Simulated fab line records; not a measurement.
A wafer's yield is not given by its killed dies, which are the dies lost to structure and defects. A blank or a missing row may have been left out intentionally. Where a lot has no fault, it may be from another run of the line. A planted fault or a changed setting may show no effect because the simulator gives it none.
fab line records    flow n5-finfet
record lots=24  wafers=72  last-day=17
route steps=1938 shown BEOL_M3@945
lots untouched by any fault: they come from a run of this same line in which no faults occurred
start-h: hours from the record's first day to the start of the lot's first wafer shown    wait-h: time in hours since the lot's previous step    " repeats the value in the row above    L1.1+2: a row that stands for several wafers    - no value, or no start was given    * or withheld: withheld    < > ~ a bound
route shown NAME@n: names a module that has steps shown in the file, with the first one's number in the route    usual: mean and standard deviation over wafers with no fault    same: alike in all rows    chamber/n: place in a boat    sites: readings site by site    _std_site: the standard deviation of these    _edge_site: mean of outer sites minus mean of inner sites    radius-mm: how far each site lies from the wafer's centre    mask NAME#n: copy n    behind: the most recent tool/chamber to have shaped the wafer    hold: why the lot went on hold/how many hours it stayed there/how the hold came to an end    device: which transistor (n, p or np) failed to switch    end of line: the tests these same wafers got at the end of their route    where a step has no rows: the recipe by itself    killed: at the first sort, the dies lost to defects and structure; wafer yield is something else    map: a wafer's dies, marking killed ones x, the rest . and places with no die _
set.NAME: the run value of the setting; set.NAME@STEP: its run value at that earlier step    model.NAME: the simulator's own value behind a step, which no gauge read
steps of the route over a sample of lots; a table a step, a row a wafer
services: when a tool's chamber went out of use (start-h, in hours from the record's first day, below 0 if earlier), for how many hours, and the reason
## steps
# step N5_BEOL_M3_OVL_MEAS_12
# recipe points-per-wafer=522
# usual M3_OVL=0.0/0.65
lot.wafer  tool        chamber  start-h  wait-h  M3_OVL[nm]
L074.3     overlay-02  0        146.70   0.0     -0.4
L074.5     "           0        "        "       -0.6
L074.6     "           0        "        "       -1.0
L075.3     overlay-02  0        147.77   0.0     1.0
L075.4     "           0        "        "       -0.3
L075.6     "           0        "        "       -0.2
L076.3     overlay-01  0        161.49   0.0     0.0
L076.4     "           0        "        "       0.1
L076.6     "           0        "        "       0.1
L077.2     overlay-01  0        162.69   0.0     -0.6
L077.5     "           0        "        "       0.3
L077.6     "           0        "        "       -0.2
L078.1     overlay-02  0        176.01   0.0     1.5
L078.3     "           0        "        "       0.2
L078.6     "           0        "        "       -0.1
L080.1     overlay-02  0        180.15   0.0     -0.4
L080.2     "           0        "        "       0.4
L080.4     "           0        "        "       -0.4
L079.1     overlay-01  0        182.31   0.0     0.6
L079.3     "           0        "        "       -0.6
L079.5     "           0        "        "       -0.1
L081.2     overlay-02  0        183.94   0.0     -0.1
L081.5     "           0        "        "       0.6
L081.6     "           0        "        "       0.0
L082.1     overlay-01  0        193.19   0.0     -0.7
L082.2     "           0        "        "       -0.4
L082.3     "           0        "        "       -1.0
L083.3     overlay-02  0        198.03   0.0     -0.6
L083.4     "           0        "        "       -0.3
L083.5     "           0        "        "       -0.8
L084.3     overlay-01  0        203.20   0.0     -0.5
L084.4     "           0        "        "       -0.1
L084.6     "           0        "        "       -0.3
L086.2     overlay-01  0        218.54   0.0     0.0
L086.3     "           0        "        "       0.2
L086.5     "           0        "        "       -0.8
L085.2     overlay-02  0        220.11   0.0     0.2
L085.4     "           0        "        "       0.3
L085.5     "           0        "        "       1.3
L087.3     overlay-02  0        225.08   0.0     -1.0
L087.4     "           0        "        "       -0.1
L087.5     "           0        "        "       -0.7
L088.1     overlay-01  0        225.90   0.0     1.1
L088.3     "           0        "        "       1.6
L088.5     "           0        "        "       0.4
L089.1     overlay-02  0        232.96   0.0     -0.1
L089.5     "           0        "        "       1.0
L089.6     "           0        "        "       0.4
L090.2     overlay-02  0        237.68   0.0     -0.4
L090.5     "           0        "        "       -0.5
L090.6     "           0        "        "       -0.7
L091.1     overlay-01  0        253.56   0.0     0.2
L091.2     "           0        "        "       0.0
L091.6     "           0        "        "       -0.1
L092.1     overlay-01  0        257.08   0.0     0.7
L092.3     "           0        "        "       0.6
L092.4     "           0        "        "       -0.4
L093.2     overlay-02  0        261.62   0.0     0.0
L093.4     "           0        "        "       -0.7
L093.5     "           0        "        "       0.1
L094.1     overlay-02  0        263.77   0.0     1.4
L094.2     "           0        "        "       1.4
L094.3     "           0        "        "       1.2
L095.2     overlay-02  0        264.01   0.0     0.8
L095.3     "           0        "        "       0.6
L095.5     "           0        "        "       -0.2
L096.2     overlay-01  0        278.50   0.0     0.5
L096.4     "           0        "        "       0.7
L096.5     "           0        "        "       0.5
L097.1     overlay-02  0        280.01   0.0     -0.8
L097.3     "           0        "        "       -0.1
L097.5     "           0        "        "       -0.3
# step N5_BEOL_M3_DESCUM_33
# recipe chemistry=O2  time-s=7  source-power-w=50  bias-power-w=20  pressure-mtorr=20  rf-frequency-hz=2.712e+07  temp-c=40  resist=CAR-EUV  o2-flow-sccm=225
# usual drypump-motor-current-A=5.6/0.42  oes-product-au=0.76/0.089  rf-vpp-V=243.1/1.4  showerhead-plenum-p-Torr=2.10/0.069  throttle-valve-pct=20.60/0.27
lot.wafer  tool         chamber  start-h  wait-h  drypump-motor-current-A  oes-product-au  rf-hours-counter-h  rf-vpp-V  showerhead-plenum-p-Torr  throttle-valve-pct
L074.3     rie-diel-03  0        147.65   0.0     5.6                      0.74            140                 244.4     2.19                      20.71
L074.5     "            0        "        "       5.7                      0.74            -                   243.5     2.19                      20.71
L074.6     "            3        "        "       5.2                      0.76            -                   245.3     2.19                      20.67
L075.3     rie-diel-03  3        148.73   0.0     5.2                      0.77            168                 243.8     2.19                      20.67
L075.4     "            0        "        "       5.7                      0.73            140                 244.7     2.19                      20.71
L075.6     "            2        "        "       5.5                      0.75            -                   242.7     2.01                      20.68
L076.3     rie-diel-04  2        162.64   0.0     5.7                      0.74            176                 243.4     2.18                      20.17
L076.4     "            0        "        "       4.7                      0.69            -                   240.8     2.00                      20.70
L076.6     "            3        "        "       5.9                      0.71            -                   242.8     2.09                      20.96
L077.2     rie-diel-03  0        163.78   0.0     5.7                      0.73            145                 244.5     2.19                      20.71
L077.5     "            3        "        "       5.2                      0.75            -                   244.5     2.19                      20.66
L077.6     "            0        "        "       5.7                      0.73            -                   244.4     2.19                      20.70
L078.1     rie-diel-04  3        177.10   0.0     5.9                      0.72            217                 242.3     2.09                      20.97
L078.3     "            0        "        "       4.7                      0.69            201                 243.2     2.00                      20.69
L078.6     "            0        "        "       4.7                      0.69            -                   242.0     2.00                      20.70
L080.1     rie-diel-04  2        181.11   0.0     5.7                      0.72            183                 243.4     2.18                      20.20
L080.2     "            0        "        "       4.7                      0.68            203                 238.7     2.00                      20.69
L080.4     "            3        "        "       6.0                      0.71            219                 242.7     2.08                      20.99
L079.1     rie-diel-01  3        183.58   0.0     5.8                      0.73            176                 240.6     2.02                      20.48
L079.3     "            1        "        "       6.0                      0.88            33                  244.4     2.11                      19.94
L079.5     "            1        "        "       6.0                      0.89            -                   244.1     2.11                      19.94
L081.2     rie-diel-04  2        185.07   0.0     5.7                      0.72            184                 246.4     2.17                      20.18
L081.5     "            2        "        "       5.7                      0.73            -                   244.4     2.17                      20.20
L081.6     "            1        "        "       6.1                      1.00            -                   243.4     2.05                      20.16
L082.1     rie-diel-04  2        194.16   0.0     5.8                      0.72            187                 245.3     2.17                      20.19
L082.2     "            0        "        "       4.7                      0.68            207                 241.2     2.00                      20.72
L082.3     "            1        "        "       6.1                      0.98            5                   243.2     2.05                      20.18
L083.3     rie-diel-04  2        199.38   0.2     5.7                      0.72            189                 244.6     2.17                      20.18
L083.4     "            3        "        "       5.9                      0.71            224                 242.3     2.08                      20.98
L083.5     "            3        "        "       5.9                      0.70            -                   242.4     2.08                      20.99
L084.3     rie-diel-03  2        204.50   0.4     5.5                      0.73            175                 240.3     2.00                      20.71
L084.4     "            0        "        "       5.7                      0.72            154                 244.0     2.18                      20.73
L084.6     "            2        "        "       5.5                      0.74            -                   241.9     2.00                      20.71
L086.2     rie-diel-01  0        219.54   0.0     5.3                      0.98            4                   242.1     2.15                      20.54
L086.3     "            3        "        "       5.8                      0.72            191                 241.7     2.01                      20.52
L086.5     "            0        "        "       5.3                      0.98            -                   244.1     2.15                      20.55
L085.2     rie-diel-01  3        221.18   0.0     5.8                      0.72            192                 241.6     2.01                      20.52
L085.4     "            0        "        "       5.3                      0.99            5                   243.1     2.15                      20.56
L085.5     "            0        "        "       5.3                      0.99            -                   243.3     2.15                      20.55
L087.3     rie-diel-03  2        226.31   0.0     5.5                      0.73            182                 242.1     2.00                      20.70
L087.4     "            0        "        "       5.7                      0.72            161                 244.7     2.18                      20.74
L087.5     "            3        "        "       5.3                      0.73            -                   244.8     2.18                      20.71
L088.1     rie-diel-04  3        227.18   0.3     5.9                      0.70            233                 243.1     2.08                      21.00
L088.3     "            0        "        "       4.7                      0.67            217                 241.1     2.00                      20.72
L088.5     "            3        "        "       5.9                      0.70            -                   242.9     2.08                      21.00
L089.1     rie-diel-01  3        234.03   0.0     5.8                      0.72            195                 240.3     2.01                      20.52
L089.5     "            2        "        "       6.3                      0.71            -                   243.1     2.10                      20.68
L089.6     "            1        "        "       6.0                      0.86            -                   244.1     2.11                      19.97
L090.2     rie-diel-04  2        238.79   0.0     5.7                      0.71            202                 242.5     2.17                      20.23
L090.5     "            0        "        "       4.7                      0.67            -                   239.5     2.00                      20.73
L090.6     "            1        "        "       6.1                      0.93            -                   243.3     2.04                      20.18
L091.1     rie-diel-03  0        254.54   0.0     5.7                      0.72            170                 244.0     2.18                      20.75
L091.2     "            3        "        "       5.2                      0.74            204                 244.3     2.18                      20.71
L091.6     "            0        "        "       5.6                      0.71            -                   244.9     2.18                      20.75
L092.1     rie-diel-03  2        258.39   0.0     5.5                      0.72            194                 242.3     2.00                      20.75
L092.3     "            1        "        "       5.8                      0.72            206                 240.7     2.09                      20.75
L092.4     "            3        "        "       5.2                      0.72            205                 244.2     2.18                      20.74
L093.2     rie-diel-04  0        262.62   0.0     4.7                      0.67            227                 240.2     1.99                      20.74
L093.4     "            2        "        "       5.8                      0.70            210                 244.5     2.17                      20.24
L093.5     "            3        "        "       5.9                      0.69            -                   242.2     2.08                      21.00
L094.1     rie-diel-03  2        265.09   0.0     5.4                      0.72            196                 243.3     2.00                      20.74
L094.2     "            3        "        "       5.3                      0.74            207                 243.7     2.18                      20.75
L094.3     "            1        "        "       5.7                      0.72            209                 243.5     2.09                      20.77
L095.2     rie-diel-03  3        265.28   0.0     5.3                      0.72            207                 243.2     2.18                      20.73
L095.3     "            2        "        "       5.5                      0.71            196                 240.4     2.00                      20.74
L095.5     "            0        "        "       5.6                      0.71            -                   245.3     2.18                      20.75
L096.2     rie-diel-03  1        279.47   0.0     5.7                      0.72            212                 244.6     2.09                      20.79
L096.4     "            2        "        "       5.5                      0.71            199                 239.3     2.00                      20.75
L096.5     "            1        "        "       5.8                      0.72            -                   244.6     2.09                      20.77
L097.1     rie-diel-01  1        281.09   0.0     6.0                      0.85            61                  243.9     2.10                      19.99
L097.3     "            3        "        "       5.8                      0.70            210                 241.1     2.01                      20.56
L097.5     "            1        "        "       6.0                      0.84            -                   243.5     2.10                      20.00
# step N5_BEOL_M3_ANNEAL_49
# recipe temp-c=400  time-s=240  ambient=vacuum
# usual heater-power-w=800/53
lot.wafer  tool            chamber  start-h  wait-h  heater-power-w
L074.3     pvd-sputter-01  -        150.86   0.0     834
L074.5     "               -        "        "       759
L074.6     "               -        "        "       820
L075.3     pvd-sputter-03  -        151.32   0.0     722
L075.4     "               -        "        "       808
L075.6     "               -        "        "       712
L076.3     pvd-sputter-02  -        165.58   0.0     819
L076.4     "               -        "        "       703
L076.6     "               -        "        "       797
L077.2     pvd-sputter-01  -        166.60   0.0     800
L077.5     "               -        "        "       840
L077.6     "               -        "        "       784
L078.1     pvd-sputter-01  -        181.63   0.0     800
L078.3     "               -        "        "       791
L078.6     "               -        "        "       805
L080.1     pvd-sputter-03  -        183.43   0.0     815
L080.2     "               -        "        "       722
L080.4     "               -        "        "       925
L079.1     pvd-sputter-01  -        186.29   0.0     752
L079.3     "               -        "        "       820
L079.5     "               -        "        "       811
L081.2     pvd-sputter-03  -        195.13   0.0     721
L081.5     "               -        "        "       720
L081.6     "               -        "        "       804
L082.1     pvd-sputter-02  -        196.51   0.0     723
L082.2     "               -        "        "       799
L082.3     "               -        "        "       716
L083.3     pvd-sputter-01  -        207.65   0.0     815
L083.4     "               -        "        "       833
L083.5     "               -        "        "       748
L084.3     pvd-sputter-01  -        211.05   0.0     747
L084.4     "               -        "        "       807
L084.6     "               -        "        "       807
L086.2     pvd-sputter-01  -        221.71   0.0     796
L086.3     "               -        "        "       800
L086.5     "               -        "        "       824
L085.2     pvd-sputter-02  -        225.07   0.0     800
L085.4     "               -        "        "       723
L085.5     "               -        "        "       721
L087.3     pvd-sputter-01  -        230.42   0.0     804
L087.4     "               -        "        "       732
L087.5     "               -        "        "       759
L088.1     pvd-sputter-01  -        235.48   0.0     740
L088.3     "               -        "        "       802
L088.5     "               -        "        "       815
L089.1     pvd-sputter-03  -        237.51   0.0     732
L089.5     "               -        "        "       862
L089.6     "               -        "        "       801
L090.2     pvd-sputter-01  -        246.96   0.0     814
L090.5     "               -        "        "       818
L090.6     "               -        "        "       748
L091.1     pvd-sputter-03  -        257.96   0.0     914
L091.2     "               -        "        "       862
L091.6     "               -        "        "       709
L092.1     pvd-sputter-01  -        261.49   0.0     818
L092.3     "               -        "        "       836
L092.4     "               -        "        "       814
L093.2     pvd-sputter-03  -        265.32   0.0     810
L093.4     "               -        "        "       719
L093.5     "               -        "        "       917
L094.1     pvd-sputter-01  -        271.40   0.0     811
L094.2     "               -        "        "       780
L094.3     "               -        "        "       838
L095.2     pvd-sputter-02  -        275.87   0.0     719
L095.3     "               -        "        "       773
L095.5     "               -        "        "       821
L096.2     pvd-sputter-01  -        283.09   0.0     803
L096.4     "               -        "        "       744
L096.5     "               -        "        "       773
L097.1     pvd-sputter-03  -        283.63   0.0     875
L097.3     "               -        "        "       809
L097.5     "               -        "        "       795
# step N5_BEOL_M3_SPUTTER_81
# recipe material=Cu  target-thk-a=45  temp-c=-20  chamber-pressure-pa=0.07  power-w=withheld  time-s=8.29
# usual chuck-sensor-temp-C=-16.0/0.41  throttle-valve-pct=30.0/1.1
lot.wafer  tool            chamber  start-h  wait-h  chuck-sensor-temp-C  throttle-valve-pct
L074.3     pvd-sputter-01  -        151.22   0.1     -15.4                29.3
L074.5     "               -        "        "       -16.7                29.0
L074.6     "               -        "        "       -15.4                29.3
L075.3     pvd-sputter-03  -        151.68   0.1     -15.7                29.9
L075.4     "               -        "        "       -16.1                30.1
L075.6     "               -        "        "       -15.6                30.0
L076.3     pvd-sputter-02  -        165.94   0.1     -16.1                28.8
L076.4     "               -        "        "       -15.7                30.3
L076.6     "               -        "        "       -16.3                28.7
L077.2     pvd-sputter-01  -        166.96   0.1     -15.7                31.1
L077.5     "               -        "        "       -15.4                29.6
L077.6     "               -        "        "       -15.7                31.1
L078.1     pvd-sputter-01  -        181.99   0.1     -16.2                30.6
L078.3     "               -        "        "       -15.5                31.2
L078.6     "               -        "        "       -16.2                30.8
L080.1     pvd-sputter-03  -        183.79   0.1     -16.2                30.0
L080.2     "               -        "        "       -15.7                30.0
L080.4     "               -        "        "       -16.2                30.3
L079.1     pvd-sputter-01  -        186.65   0.1     -16.6                28.9
L079.3     "               -        "        "       -15.6                31.3
L079.5     "               -        "        "       -15.8                31.3
L081.2     pvd-sputter-03  -        195.49   0.1     -15.7                30.1
L081.5     "               -        "        "       -15.8                30.2
L081.6     "               -        "        "       -16.1                30.2
L082.1     pvd-sputter-02  -        196.87   0.1     -15.9                30.3
L082.2     "               -        "        "       -16.1                28.7
L082.3     "               -        "        "       -15.7                26.8
L083.3     pvd-sputter-01  -        208.01   0.1     -15.7                31.3
L083.4     "               -        "        "       -15.3                29.5
L083.5     "               -        "        "       -16.7                29.2
L084.3     pvd-sputter-01  -        211.41   0.1     -16.6                29.0
L084.4     "               -        "        "       -16.3                30.9
L084.6     "               -        "        "       -16.2                30.7
L086.2     pvd-sputter-01  -        222.07   0.1     -15.6                31.2
L086.3     "               -        "        "       -16.0                30.6
L086.5     "               -        "        "       -15.5                29.6
L085.2     pvd-sputter-02  -        225.43   0.1     -15.4                29.8
L085.4     "               -        "        "       -15.7                30.1
L085.5     "               -        "        "       -15.8                26.8
L087.3     pvd-sputter-01  -        230.78   0.1     -15.5                31.3
L087.4     "               -        "        "       -16.6                28.9
L087.5     "               -        "        "       -16.5                29.1
L088.1     pvd-sputter-01  -        235.84   0.1     -16.8                29.1
L088.3     "               -        "        "       -15.5                31.2
L088.5     "               -        "        "       -16.2                31.0
L089.1     pvd-sputter-03  -        237.87   0.1     -15.7                29.8
L089.5     "               -        "        "       -16.4                32.0
L089.6     "               -        "        "       -16.0                30.1
L090.2     pvd-sputter-01  -        247.32   0.1     -15.4                31.1
L090.5     "               -        "        "       -15.4                29.5
L090.6     "               -        "        "       -16.7                29.0
L091.1     pvd-sputter-03  -        258.32   0.1     -16.4                30.2
L091.2     "               -        "        "       -16.4                32.0
L091.6     "               -        "        "       -15.8                30.0
L092.1     pvd-sputter-01  -        261.85   0.1     -16.1                30.6
L092.3     "               -        "        "       -15.3                29.4
L092.4     "               -        "        "       -15.6                30.9
L093.2     pvd-sputter-03  -        265.68   0.1     -16.0                30.3
L093.4     "               -        "        "       -15.7                30.1
L093.5     "               -        "        "       -16.4                30.4
L094.1     pvd-sputter-01  -        271.76   0.1     -16.1                30.8
L094.2     "               -        "        "       -16.6                28.8
L094.3     "               -        "        "       -15.6                29.4
L095.2     pvd-sputter-02  -        276.23   0.1     -15.5                30.2
L095.3     "               -        "        "       -15.6                29.8
L095.5     "               -        "        "       -16.3                28.5
L096.2     pvd-sputter-01  -        283.45   0.1     -15.9                30.6
L096.4     "               -        "        "       -16.5                28.8
L096.5     "               -        "        "       -16.7                29.0
L097.1     pvd-sputter-03  -        283.99   0.1     -16.2                32.0
L097.3     "               -        "        "       -16.2                30.1
L097.5     "               -        "        "       -15.9                30.2
# step N5_BEOL_M3_SPUTTER_90
# recipe material=Cu  target-thk-a=45  temp-c=-20  chamber-pressure-pa=0.07  power-w=withheld  time-s=8.29
# usual chuck-sensor-temp-C=-16.0/0.41  throttle-valve-pct=30.0/1.1
lot.wafer  tool            chamber  start-h  wait-h  chuck-sensor-temp-C  throttle-valve-pct
L074.3     pvd-sputter-01  -        151.88   0.1     -15.4                29.2
L074.5     "               -        "        "       -16.7                28.9
L074.6     "               -        "        "       -15.3                29.5
L075.3     pvd-sputter-03  -        152.34   0.1     -15.5                30.0
L075.4     "               -        "        "       -16.1                30.3
L075.6     "               -        "        "       -15.9                29.7
L076.3     pvd-sputter-02  -        166.60   0.1     -16.1                29.1
L076.4     "               -        "        "       -15.6                30.1
L076.6     "               -        "        "       -16.2                28.9
L077.2     pvd-sputter-01  -        167.62   0.1     -15.7                31.3
L077.5     "               -        "        "       -15.4                29.6
L077.6     "               -        "        "       -15.7                31.1
L078.1     pvd-sputter-01  -        182.65   0.1     -16.2                30.8
L078.3     "               -        "        "       -15.6                31.1
L078.6     "               -        "        "       -16.1                30.6
L080.1     pvd-sputter-03  -        184.45   0.1     -16.1                30.3
L080.2     "               -        "        "       -15.8                29.7
L080.4     "               -        "        "       -16.2                30.5
L079.1     pvd-sputter-01  -        187.31   0.1     -16.8                28.8
L079.3     "               -        "        "       -15.8                31.0
L079.5     "               -        "        "       -15.8                31.1
L081.2     pvd-sputter-03  -        196.15   0.1     -15.6                29.8
L081.5     "               -        "        "       -15.7                29.7
L081.6     "               -        "        "       -16.1                29.9
L082.1     pvd-sputter-02  -        197.53   0.1     -15.9                29.8
L082.2     "               -        "        "       -16.2                28.6
L082.3     "               -        "        "       -16.0                26.5
L083.3     pvd-sputter-01  -        208.67   0.1     -15.8                30.9
L083.4     "               -        "        "       -15.4                29.3
L083.5     "               -        "        "       -16.8                29.0
L084.3     pvd-sputter-01  -        212.07   0.1     -16.6                28.9
L084.4     "               -        "        "       -16.2                30.9
L084.6     "               -        "        "       -16.2                30.8
L086.2     pvd-sputter-01  -        222.73   0.1     -15.7                30.9
L086.3     "               -        "        "       -15.9                30.5
L086.5     "               -        "        "       -15.4                29.7
L085.2     pvd-sputter-02  -        226.09   0.1     -15.6                29.7
L085.4     "               -        "        "       -15.7                30.0
L085.5     "               -        "        "       -15.9                26.9
L087.3     pvd-sputter-01  -        231.44   0.1     -15.5                31.2
L087.4     "               -        "        "       -16.6                28.8
L087.5     "               -        "        "       -16.7                28.8
L088.1     pvd-sputter-01  -        236.50   0.1     -16.5                29.0
L088.3     "               -        "        "       -15.6                31.1
L088.5     "               -        "        "       -16.2                30.4
L089.1     pvd-sputter-03  -        238.53   0.1     -15.6                29.9
L089.5     "               -        "        "       -16.4                32.1
L089.6     "               -        "        "       -16.0                30.2
L090.2     pvd-sputter-01  -        247.98   0.1     -15.8                31.4
L090.5     "               -        "        "       -15.4                29.4
L090.6     "               -        "        "       -16.7                29.2
L091.1     pvd-sputter-03  -        258.98   0.1     -16.3                30.3
L091.2     "               -        "        "       -16.4                31.9
L091.6     "               -        "        "       -15.5                30.1
L092.1     pvd-sputter-01  -        262.51   0.1     -16.1                30.9
L092.3     "               -        "        "       -15.4                29.3
L092.4     "               -        "        "       -15.5                31.3
L093.2     pvd-sputter-03  -        266.34   0.1     -16.1                30.0
L093.4     "               -        "        "       -15.8                29.9
L093.5     "               -        "        "       -16.3                30.6
L094.1     pvd-sputter-01  -        272.42   0.1     -16.0                30.7
L094.2     "               -        "        "       -16.5                29.2
L094.3     "               -        "        "       -15.3                29.2
L095.2     pvd-sputter-02  -        276.89   0.1     -15.6                30.3
L095.3     "               -        "        "       -15.5                29.8
L095.5     "               -        "        "       -16.1                28.6
L096.2     pvd-sputter-01  -        284.11   0.1     -16.1                30.8
L096.4     "               -        "        "       -16.8                29.1
L096.5     "               -        "        "       -16.7                29.0
L097.1     pvd-sputter-03  -        284.65   0.1     -16.3                31.8
L097.3     "               -        "        "       -16.2                30.1
L097.5     "               -        "        "       -16.2                30.2
# step N5_BEOL_M3_INSPECT_59
# recipe inspect-instrument=darkfield  mode=post-dep
# usual raw-defect-count=74/23
lot.wafer  tool               chamber  start-h  wait-h  raw-defect-count
L074.3     defect-inspect-01  -        153.63   0.0     63
L074.5     "                  -        "        "       117
L074.6     "                  -        "        "       102
L075.3     defect-inspect-01  -        154.10   0.0     92
L075.4     "                  -        "        "       86
L075.6     "                  -        "        "       94
L076.3     defect-inspect-02  -        168.34   0.0     66
L076.4     "                  -        "        "       66
L076.6     "                  -        "        "       49
L077.2     defect-inspect-02  -        169.43   0.0     65
L077.5     "                  -        "        "       94
L077.6     "                  -        "        "       80
L078.1     defect-inspect-01  -        184.95   0.0     74
L078.3     "                  -        "        "       50
L078.6     "                  -        "        "       64
L080.1     defect-inspect-02  -        186.36   0.0     72
L080.2     "                  -        "        "       126
L080.4     "                  -        "        "       152
L079.1     defect-inspect-01  -        189.60   0.0     70
L079.3     "                  -        "        "       61
L079.5     "                  -        "        "       66
L081.2     defect-inspect-01  -        198.11   0.0     55
L081.5     "                  -        "        "       77
L081.6     "                  -        "        "       65
L082.1     defect-inspect-02  -        199.29   0.0     88
L082.2     "                  -        "        "       110
L082.3     "                  -        "        "       57
L083.3     defect-inspect-02  -        210.44   0.0     86
L083.4     "                  -        "        "       95
L083.5     "                  -        "        "       57
L084.3     defect-inspect-02  -        213.96   0.0     77
L084.4     "                  -        "        "       73
L084.6     "                  -        "        "       88
L086.2     defect-inspect-02  -        224.47   0.0     93
L086.3     "                  -        "        "       75
L086.5     "                  -        "        "       64
L085.2     defect-inspect-01  -        229.24   0.0     73
L085.4     "                  -        "        "       46
L085.5     "                  -        "        "       79
L087.3     defect-inspect-02  -        233.18   0.0     48
L087.4     "                  -        "        "       97
L087.5     "                  -        "        "       56
L088.1     defect-inspect-02  -        238.79   0.0     84
L088.3     "                  -        "        "       49
L088.5     "                  -        "        "       74
L089.1     defect-inspect-02  -        240.28   0.0     45
L089.5     "                  -        "        "       70
L089.6     "                  -        "        "       29
L090.2     defect-inspect-01  -        249.72   0.0     79
L090.5     "                  -        "        "       71
L090.6     "                  -        "        "       84
L091.1     defect-inspect-01  -        260.73   0.0     115
L091.2     "                  -        "        "       63
L091.6     "                  -        "        "       119
L092.1     defect-inspect-01  -        264.24   0.0     100
L092.3     "                  -        "        "       69
L092.4     "                  -        "        "       54
L093.2     defect-inspect-01  -        268.08   0.0     43
L093.4     "                  -        "        "       81
L093.5     "                  -        "        "       37
L094.1     defect-inspect-01  -        274.34   0.0     70
L094.2     "                  -        "        "       191
L094.3     "                  -        "        "       92
L095.2     defect-inspect-02  -        278.66   0.0     49
L095.3     "                  -        "        "       60
L095.5     "                  -        "        "       72
L096.2     defect-inspect-02  -        285.85   0.0     75
L096.4     "                  -        "        "       68
L096.5     "                  -        "        "       65
L097.1     defect-inspect-01  -        286.38   0.0     72
L097.3     "                  -        "        "       88
L097.5     "                  -        "        "       72
## services
tool            chamber  start-h  hours  kind
pvd-sputter-02  -        124.06   2.1    repair
rie-diel-04     3        126.58   27.6   repair
rie-diel-01     -        126.93   0.3    repair
rie-diel-04     -        138.91   0.5    repair
rie-diel-04     1        154.34   -      clean
rie-diel-04     1        154.34   -      consumable-replace:focus-ring
rie-diel-04     1        154.34   25.1   scheduled-down
rie-diel-04     1        154.34   25.1   vent-cycle
rie-diel-01     0        188.11   -      clean
rie-diel-01     0        188.11   -      consumable-replace:focus-ring
rie-diel-01     0        188.11   20.4   scheduled-down
rie-diel-01     0        188.11   20.4   vent-cycle
rie-diel-01     1        203.57   15.6   repair
rie-diel-04     0        241.77   2.9    repair
rie-diel-03     3        243.02   4.6    repair
rie-diel-04     3        266.66   7.7    repair
## key
fault none
